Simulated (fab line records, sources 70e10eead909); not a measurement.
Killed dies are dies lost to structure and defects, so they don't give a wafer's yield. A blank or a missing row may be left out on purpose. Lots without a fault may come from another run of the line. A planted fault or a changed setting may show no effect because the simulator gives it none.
Chamber matching | flow nand_harc | NHARC_P_CONTACT_ETCH_35 on rie_diel-10: 3 sister chambers
The step etches the open film in CF4, target depth 39 nm, time 65 s. 6 wafers are shown with their chamber, then 5 later ones without.

WAFERS WITH THEIR CHAMBER
wafer  | chamber | drypump_motor_current_A (A) | rf_vpp_V (V)
L528.5 | 3       | 5.38                        | 150.6
L530.3 | 3       | 5.39                        | 151.7
L537.4 | 2       | 5.60                        | 152.2
L537.6 | 0       | 6.17                        | 149.7
L538.2 | 2       | 5.61                        | 152.9
L538.3 | 0       | 6.20                        | 150.2

WAFERS WITHOUT THEIR CHAMBER
wafer  | drypump_motor_current_A (A) | rf_vpp_V (V)
L538.5 | 5.39                        | 151.3
L540.1 | 6.20                        | 150.8
L540.4 | 5.60                        | 152.6
L540.5 | 5.59                        | 154.7
L541.2 | 5.56                        | 152.2

WHICH CHAMBER EACH WENT THROUGH
wafer  | from the rows above | in truth
L538.5 | 3                   | 3
L540.1 | 0                   | 0
L540.4 | 2                   | 2
L540.5 | 2                   | 2
L541.2 | 2                   | 2
Placed correctly: 5 of 5. Can't be placed from these rows: 0. Placed wrongly: 0.
How it was worked out, from the rows above alone: a wafer's distance from a chamber is the root of the sum, over the readings, of the square of ((its reading less the chamber's mean) divided by the reading's scatter). The wafer belongs to the nearest chamber; if the next one is less than 2 further off, it can't be placed. A chamber's mean is the mean of its shown wafers. The scatter: the root of (the sum of the squares of (reading less its chamber's mean) over the shown wafers, divided by (wafers less chambers)).
